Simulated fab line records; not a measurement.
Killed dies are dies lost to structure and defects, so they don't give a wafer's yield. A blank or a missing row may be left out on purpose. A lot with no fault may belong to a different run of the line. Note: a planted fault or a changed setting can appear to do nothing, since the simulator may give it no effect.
fab line records -- flow nand-harc
[record] lots = 12, wafers = 33, last-day = 27
route steps=1159 shown P_ZERO_WELL@46 P_STI@87 END@1159
lots that met no fault: taken from a fault-free run of the same line
start-h: the number of hours between the record's first day and the start of the first shown wafer of the lot -- wait-h: time in hours since the lot's previous step -- " same as the row above -- L1.1+2: a single row standing in for several wafers -- - no value, or no start was given -- * or withheld: withheld -- < > ~ a bound
route shown NAME@n: NAME is a module with steps in the file, n the number in the route of the first one -- usual: mean and standard deviation over wafers with no fault -- same: alike in all rows -- chamber/n: place in a boat -- sites: each site's reading -- _std_site: the standard deviation of these -- _edge_site: mean of outer sites minus mean of inner sites -- radius-mm: for every site, how far away it sits from the centre of the wafer -- mask NAME#n: copy n -- behind: the last tool/chamber to shape the wafer -- hold: why the lot went on hold/how many hours it stayed there/how the hold came to an end -- device: names the non-switching transistor (n, p or np) -- end of line: the route-end tests of the same wafers -- for a step that has no rows: nothing shown but its recipe -- killed: count of dies lost to structure and defects at first sort (not the wafer's yield) -- map: a wafer's dies, marking killed ones x, the rest . and places with no die _
set.NAME: the setting that was run; set.NAME@STEP: the one run at that earlier step -- model.NAME: the simulator's own value behind a step, which no gauge read
a sample of lots followed through the steps of the route, with each step as a table and each wafer as a row
services: the hour from which a tool's chamber was out of use, counted from the record's first day as start-h (under 0 if before that day), plus the number of hours and why
[[steps]]
[step NHARC_P_ZERO_WELL_DESCUM_39]
[recipe] time-s = 3, o2-flow-sccm = 200, ar-flow-sccm = 0, bias-power-w = 0, chemistry = O2
[usual] drypump-motor-current-A = 5.8/0.39, mfc-ar-sccm = 0.009/0.012, oes-product-au = 1.002/0.008, rf-vpp-V = 58.0/0.97, showerhead-plenum-p-Torr = 1.94/0.086, throttle-valve-pct = 11.311/0.0083
lot.wafer,tool,chamber,start-h,wait-h,drypump-motor-current-A,mfc-ar-sccm,oes-product-au,rf-hours-counter-h,rf-vpp-V,showerhead-plenum-p-Torr,throttle-valve-pct
L293.3,rie-diel-02,1,28.39,-,5.5,0,1.006,5,57.5,2.05,11.308
L293.1,rie-diel-02,2,28.39,-,5.8,0.024,0.988,5,57.7,2.07,11.312
L293.4,rie-diel-02,3,28.39,-,5.5,0,0.995,1,58.2,1.88,11.312
L295.1,rie-diel-02,1,41.36,-,5.5,0,1.011,5,58.9,2.05,11.318
L295.5,rie-diel-02,0,41.36,-,6.0,0,1.000,-,58.6,1.88,11.317
L296.5,rie-diel-02,0,46.53,-,6.0,0,0.994,-,57.3,1.88,11.321
L296.6,rie-diel-02,1,46.53,-,5.5,0,0.998,-,57.9,2.05,11.302
L299.2,rie-diel-02,0,64.45,-,6.0,0,0.993,7,57.5,1.88,11.315
L299.6,rie-diel-02,2,64.45,-,5.8,0.024,0.993,-,58.2,2.06,11.310
L304.4,rie-diel-02,1,94.62,-,5.5,0,1.014,9,57.9,2.05,11.315
L304.6,rie-diel-02,1,94.62,-,5.5,0,1.001,-,58.7,2.05,11.311
L304.5,rie-diel-02,2,94.62,-,5.8,0.024,1.004,-,59.7,2.06,11.320
L308.1,rie-diel-02,3,118.35,-,5.5,0,1.000,6,57.3,1.88,11.316
L308.3,rie-diel-02,0,118.35,-,6.0,0,0.995,11,57.6,1.88,11.303
L308.4,rie-diel-02,2,118.35,-,5.8,0.024,1.007,10,58.9,2.06,11.296
L309.2,rie-diel-01,2,124.28,-,5.7,0,1.010,11,56.4,1.97,11.303
L309.6,rie-diel-01,2,124.28,-,5.7,0,1.005,-,57.6,1.97,11.316
L309.5,rie-diel-01,3,124.28,-,5.6,0.008,1.001,-,59.3,1.98,11.321
L310.2,rie-diel-10,0,130.43,-,6.1,0.038,1.007,10,58.2,2.00,11.306
L310.1,rie-diel-10,1,130.43,-,5.3,0,1.005,11,58.9,1.93,11.298
L310.5,rie-diel-10,1,130.43,-,5.3,0,1.013,-,56.8,1.93,11.303
L311.1,rie-diel-02,1,136.14,-,5.5,0,1.010,12,59.0,2.05,11.309
L311.6,rie-diel-02,0,136.14,-,6.0,0,1.001,-,58.4,1.88,11.310
L311.5,rie-diel-02,1,136.14,-,5.5,0,1.020,-,57.7,2.05,11.327
L312.2,rie-diel-10,0,142.42,-,6.1,0.038,1.003,10,56.3,2.00,11.305
L312.1,rie-diel-10,3,142.42,-,6.5,0,1.000,11,56.4,1.84,11.311
L312.6,rie-diel-10,0,142.42,-,6.1,0.038,0.987,-,59.5,2.00,11.304
L313.2,rie-diel-02,0,148.21,-,6.0,0,1.000,13,57.5,1.88,11.313
L313.5,rie-diel-02,1,148.21,-,5.5,0,1.003,-,57.8,2.05,11.314
L313.6,rie-diel-02,2,148.21,-,5.8,0.024,0.993,-,60.0,2.06,11.320
L314.3,rie-diel-10,3,154.45,-,6.5,0,0.995,12,56.9,1.84,11.319
L314.4,rie-diel-10,0,154.45,-,6.1,0.038,1.006,12,58.2,2.00,11.307
L314.6,rie-diel-10,2,154.45,-,6.4,0,1.004,-,55.0,1.87,11.306
[step NHARC_P_STI_DESCUM_14]
[recipe] time-s = 3, o2-flow-sccm = 200, ar-flow-sccm = 0, bias-power-w = 0, chemistry = O2
[usual] drypump-motor-current-A = 5.48/0.27, mfc-ar-sccm = 0.012/0.016, oes-product-au = 1.001/0.0072, rf-vpp-V = 58.0/0.87, showerhead-plenum-p-Torr = 1.94/0.082, throttle-valve-pct = 11.311/0.0083
lot.wafer,tool,chamber,start-h,wait-h,drypump-motor-current-A,mfc-ar-sccm,oes-product-au,rf-hours-counter-h,rf-vpp-V,showerhead-plenum-p-Torr,throttle-valve-pct
L293.3,rie-diel-12,0,45.06,-,5.34,0,1.000,0.4,57.6,1.95,11.314
L293.4,rie-diel-12,1,45.06,-,5.70,0,0.994,0.4,57.3,1.82,11.304
L293.1,rie-diel-12,2,45.06,-,5.38,0,0.994,0.4,60.1,2.03,11.310
L295.1,rie-diel-12,0,60.23,-,5.30,0,1.008,1.2,57.0,1.95,11.300
L295.5,rie-diel-12,2,60.23,-,5.41,0,0.993,-,57.1,2.03,11.306
L296.5,rie-diel-12,2,65.58,-,5.39,0,0.989,-,58.8,2.03,11.319
L296.6,rie-diel-12,3,65.58,-,5.10,0.042,1.002,-,56.4,1.88,11.328
L299.2,rie-diel-12,0,83.71,-,5.31,0,1.001,2.1,57.3,1.95,11.319
L299.6,rie-diel-12,0,83.71,-,5.34,0,1.000,-,56.9,1.95,11.302
L304.4,rie-diel-07,2,113.48,-,5.64,0,1.016,1.3,57.5,1.99,11.307
L304.6,rie-diel-07,0,113.48,-,5.23,0,1.014,-,58.5,2.04,11.308
L304.5,rie-diel-07,1,113.48,-,6.02,0.008,0.994,-,57.7,2.02,11.302
L308.4,rie-diel-12,0,137.10,-,5.32,0,1.001,5.3,57.3,1.94,11.313
L308.3,rie-diel-12,1,137.10,-,5.69,0,0.993,5.1,57.1,1.81,11.316
L308.1,rie-diel-12,2,137.10,-,5.41,0,0.992,5.3,57.7,2.03,11.309
L309.2,rie-diel-07,1,144.98,-,6.00,0.008,0.991,2.4,59.0,2.02,11.300
L309.5,rie-diel-07,1,144.98,-,6.01,0.008,1.003,-,57.7,2.02,11.313
L309.6,rie-diel-07,2,144.98,-,5.60,0,1.005,-,59.2,1.99,11.319
L310.2,rie-diel-03,0,151.31,-,5.94,0.001,0.996,3.9,57.2,1.85,11.316
L310.1,rie-diel-03,3,151.31,-,5.53,0.028,1.005,4.0,58.7,1.86,11.318
L310.5,rie-diel-03,0,151.31,-,5.93,0.001,0.996,-,58.2,1.85,11.307
L311.1,rie-diel-07,2,156.82,-,5.62,0,1.006,2.4,57.9,1.99,11.308
L311.6,rie-diel-07,3,156.82,-,5.35,0,1.002,-,57.5,2.07,11.301
L311.5,rie-diel-07,0,156.82,-,5.23,0,1.009,-,58.7,2.04,11.318
L312.1,rie-diel-03,2,163.19,-,5.41,0.039,0.989,4.2,58.3,1.91,11.303
L312.2,rie-diel-03,3,163.19,-,5.52,0.028,1.001,4.2,57.3,1.86,11.301
L312.6,rie-diel-03,2,163.19,-,5.40,0.039,0.999,-,58.5,1.91,11.316
L313.2,rie-diel-07,3,169.49,-,5.42,0,0.995,2.3,59.4,2.07,11.311
L313.5,rie-diel-07,3,169.49,-,5.40,0,0.993,-,57.5,2.07,11.313
L313.6,rie-diel-07,0,169.49,-,5.22,0,0.989,-,57.9,2.04,11.310
L314.4,rie-diel-12,0,175.62,-,5.33,0,1.013,8.9,58.0,1.94,11.313
L314.3,rie-diel-12,1,175.62,-,5.68,0,1.008,8.4,57.3,1.81,11.303
L314.6,rie-diel-12,0,175.62,-,5.32,0,1.019,-,58.2,1.94,11.316
[step NHARC_P_STI_ETCH_42]
[recipe] target-depth-a = 800, overetch-a = 240, time-s = 61, ion-energy-ev = 200, n2-flow-sccm = 150, h2-flow-sccm = 150, ar-flow-sccm = 0, rf-w = 400, bias-w = 150, chemistry = N2/H2
[usual] drypump-motor-current-A = 5.53/0.27, mfc-ar-sccm = 0.010/0.015, oes-product-au = 0.999/0.0068, rf-vpp-V = 431.4/2.6, run-length-s = 82.2/0.4, showerhead-plenum-p-Torr = 2.07/0.091, throttle-valve-pct = 14.171/0.0099
lot.wafer,tool,chamber,start-h,wait-h,drypump-motor-current-A,mfc-ar-sccm,oes-product-au,rf-hours-counter-h,rf-vpp-V,run-length-s,showerhead-plenum-p-Torr,throttle-valve-pct
L293.1,rie-diel-12,2,45.14,0.1,5.42,0,0.994,0.4,434.5,81.8,2.17,14.160
L293.4,rie-diel-12,3,45.14,0.1,5.11,0.042,1.006,0.4,428.4,82.5,2.00,14.156
L293.3,rie-diel-12,0,45.14,0.1,5.35,0,1.015,0.4,431.9,81.6,2.08,14.167
L295.1,rie-diel-12,3,60.30,0.1,5.08,0.042,1.000,1.4,428.1,82.6,2.00,14.177
L295.5,rie-diel-12,3,60.30,0.1,5.07,0.042,1.014,-,428.9,67.5,2.00,14.178
L296.5,rie-diel-12,3,65.65,0.1,5.11,0.042,1.005,-,429.6,67.5,2.00,14.184
L296.6,rie-diel-12,0,65.65,0.1,5.35,0,1.005,-,431.2,66.9,2.08,14.173
L299.2,rie-diel-12,0,83.82,0.1,5.33,0,0.995,2.1,432.5,81.6,2.08,14.172
L299.6,rie-diel-12,1,83.82,0.1,5.70,0,0.997,-,429.1,68.0,1.93,14.166
L304.4,rie-diel-07,1,113.55,0.1,6.04,0.008,0.992,1.4,433.9,82.5,2.15,14.163
L304.5,rie-diel-07,0,113.55,0.1,5.22,0,1.004,-,435.3,82.3,2.18,14.173
L304.6,rie-diel-07,1,113.55,0.1,6.02,0.008,0.997,-,435.3,82.4,2.15,14.173
L308.3,rie-diel-12,1,137.18,0.1,5.69,0,1.003,5.1,428.1,82.6,1.93,14.166
L308.4,rie-diel-12,3,137.18,0.1,5.12,0.042,1.001,4.9,427.7,82.6,2.00,14.178
L308.1,rie-diel-12,0,137.18,0.1,5.30,0,1.001,5.3,431.7,81.9,2.07,14.183
L309.2,rie-diel-07,0,145.06,0.1,5.24,0,1.007,2.5,433.6,82.1,2.18,14.170
L309.5,rie-diel-07,0,145.06,0.1,5.22,0,0.996,-,433.6,82.3,2.18,14.172
L309.6,rie-diel-07,1,145.06,0.1,6.06,0.008,0.998,-,432.8,82.9,2.15,14.171
L310.2,rie-diel-03,1,151.40,0.1,5.67,0.015,1.003,3.9,432.3,82.5,2.07,14.179
L310.1,rie-diel-03,3,151.40,0.1,5.57,0.028,0.994,4.0,429.0,82.2,1.98,14.164
L310.5,rie-diel-03,1,151.40,0.1,5.69,0.015,1.000,-,433.0,82.4,2.07,14.171
L311.1,rie-diel-07,3,156.88,0.1,5.38,0,1.001,2.1,436.2,82.2,2.21,14.181
L311.6,rie-diel-07,3,156.88,0.1,5.40,0,0.996,-,433.7,82.6,2.21,14.187
L311.5,rie-diel-07,0,156.88,0.1,5.22,0,0.993,-,435.6,82.3,2.18,14.165
L312.1,rie-diel-03,3,163.28,0.1,5.54,0.028,0.998,4.2,428.9,81.9,1.98,14.163
L312.2,rie-diel-03,1,163.28,0.1,5.70,0.015,1.004,4.2,431.9,82.4,2.07,14.182
L312.6,rie-diel-03,0,163.28,0.1,5.94,0.001,0.982,-,427.7,81.3,1.97,14.157
L313.2,rie-diel-07,3,169.58,0.1,5.42,0,0.997,2.3,435.8,82.3,2.21,14.167
L313.6,rie-diel-07,2,169.58,0.1,5.64,0,1.002,-,432.0,82.0,2.12,14.184
L313.5,rie-diel-07,3,169.58,0.1,5.39,0,1.004,-,433.6,82.3,2.21,14.156
L314.4,rie-diel-12,1,175.70,0.1,5.71,0,1.003,8.4,427.7,82.7,1.93,14.174
L314.3,rie-diel-12,3,175.70,0.1,5.06,0.042,1.005,8.0,430.2,82.5,2.00,14.164
L314.6,rie-diel-12,2,175.70,0.1,5.38,0,1.003,-,432.9,81.7,2.16,14.171
[step NHARC_P_STI_OCD_MEAS_43]
[usual] trench-depth-nm = 300/3.3, trench-foot-cd-nm = 158.3/1.7
lot.wafer,tool,chamber,start-h,wait-h,trench-depth-nm,trench-foot-cd-nm
L293.1,ocd-02,-,46.08,-,303,160.3
L293.3,ocd-02,-,46.08,-,302,160.8
L293.4,ocd-02,-,46.08,-,296,162.5
L295.1,ocd-01,-,61.24,-,300,158.3
L295.5,ocd-01,-,61.24,-,308,155.9
L296.5,ocd-01,-,66.59,-,299,158.1
L296.6,ocd-01,-,66.59,-,306,157.1
L299.2,ocd-02,-,84.78,-,303,158.1
L299.6,ocd-02,-,84.78,-,305,158.2
L304.4,ocd-01,-,114.49,-,300,158.1
L304.5,ocd-01,-,114.49,-,296,159.1
L304.6,ocd-01,-,114.49,-,294,158.5
L308.1,ocd-01,-,138.17,-,295,159.2
L308.3,ocd-01,-,138.17,-,299,159.9
L308.4,ocd-01,-,138.17,-,295,157.4
L309.2,ocd-01,-,146.03,-,299,156.5
L309.5,ocd-01,-,146.03,-,299,157.7
L309.6,ocd-01,-,146.03,-,301,158.6
L310.1,ocd-02,-,152.34,-,298,157.6
L310.2,ocd-02,-,152.34,-,300,160.3
L310.5,ocd-02,-,152.34,-,298,159.8
L311.1,ocd-01,-,157.83,-,307,156.1
L311.5,ocd-01,-,157.83,-,298,155.9
L311.6,ocd-01,-,157.83,-,304,155.8
L312.1,ocd-02,-,164.23,-,301,160.1
L312.2,ocd-02,-,164.23,-,299,161.4
L312.6,ocd-02,-,164.23,-,298,159.9
L313.2,ocd-02,-,170.52,-,303,156.0
L313.5,ocd-02,-,170.52,-,300,154.8
L313.6,ocd-02,-,170.52,-,304,156.4
L314.3,ocd-02,-,176.66,-,297,155.3
L314.4,ocd-02,-,176.66,-,294,156.3
L314.6,ocd-02,-,176.66,-,298,157.3
[step NHARC_END_SORT_01]
[recipe] temp-c = 25
[usual] killed-at-array = 28/11, killed-at-other = 0.9/1.2, killed-at-periphery = 2.6/2.1, killed-dies = 31/11, killed-open = 3.1/1.7, killed-short = 1.9/1.3
[same] gross-dies = 677
lot.wafer,tool,chamber,start-h,wait-h,killed-at-array,killed-at-other,killed-at-periphery,killed-dies,killed-open,killed-short
L304.4,prober-01,0,603.90,3.4,33,5,4,42,5,4
L304.5,prober-01,0,604.71,3.7,27,1,4,32,2,0
L304.6,prober-01,0,605.52,4.0,22,3,7,32,3,2
// killed by level:class
L304.4 A_CHANNEL_HOLE_D1:chamber-film-flake=18 A_M1:chamber-film-flake=6 A_WL_FILL:geometric-particle:short=3 THIN_TSV:chamber-film-flake=3 A_ONON_D1:geometric-particle:open=2 P_M1:chamber-film-flake=2 A_STAIRCASE:chamber-film-flake=2 P_STI:geometric-particle:open=1
L304.5 A_CHANNEL_HOLE_D1:chamber-film-flake=18 P_M1:chamber-film-flake=3 A_M1:chamber-film-flake=3 A_CONTACT:chamber-film-flake=2 A_SGD_CUT:geometric-particle:open=1 A_WL_FILL:geometric-particle:open=1 P_ZERO_WELL:chamber-film-flake=1 A_ZERO_WELL:chamber-film-flake=1
L304.6 A_CHANNEL_HOLE_D1:chamber-film-flake=15 P_M1:chamber-film-flake=5 THIN_TSV:chamber-film-flake=3 A_M1:chamber-film-flake=2 P_M0:geometric-particle:short=1 P_M1:geometric-particle:open=1 A_ONON_D1:geometric-particle:open=1 A_WL_FILL:geometric-particle:short=1
[[services]]
tool,chamber,start-h,hours,kind
rie-diel-12,0,4.42,-,clean
rie-diel-12,1,4.42,-,clean
rie-diel-12,2,4.42,-,clean
rie-diel-12,3,4.42,-,clean
rie-diel-12,-,25.40,9.0,pm
rie-diel-12,0,25.40,9.0,vent-cycle
rie-diel-12,1,25.40,9.0,vent-cycle
rie-diel-03,-,38.30,9.0,pm
rie-diel-07,-,51.20,9.0,pm
rie-diel-01,2,63.93,1.9,repair
rie-diel-01,3,76.45,6.5,repair
rie-diel-12,2,79.52,9.7,repair
rie-diel-10,1,89.64,6.7,repair
rie-diel-07,3,91.27,1.9,repair
rie-diel-10,0,92.79,2.4,repair
rie-diel-12,3,95.51,6.7,repair
rie-diel-12,2,99.21,3.8,repair
rie-diel-01,3,110.10,10.6,repair
rie-diel-10,0,110.67,8.8,repair
rie-diel-01,-,125.82,0.7,repair
rie-diel-01,-,137.80,9.0,pm
rie-diel-02,-,150.70,9.0,pm
rie-diel-10,1,159.47,15.9,repair
rie-diel-10,-,167.33,1.5,repair
[[key]]
[first-sign] step = NHARC_P_STI_ETCH_42, reading = run-length-s, direction = down, sigmas = 36, usual = *, struck = *
effect none on later readings
met-at NHARC_P_STI_ETCH_42
struck-lots L295,L296,L299
struck-wafers L295.5,L296.5,L296.6,L299.6
tester-left-out L295,L296,L299
not-acting-at NHARC_P_ZERO_WELL_DESCUM_39,NHARC_P_STI_DESCUM_14,NHARC_P_STI_OCD_MEAS_43
onset-between 45.14 60.30
[fault] kind = process-parameter-drift, tool = rie-diel-12, chamber = -, onset-h = 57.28, steps = NHARC_P_STI_ETCH_42, channel = time-s, offset = *, shape = step, end-h = 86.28, scope = struck-wafers-only, acts-in = *, stated = *
// tester-left-out: of these lots the tester's yield and bins aren't shown, on N5 and GAA mostly nor the transistor test; their killed dies are dies lost to structure and defects alone, not to doping, threshold or leakage, so they don't give the yield
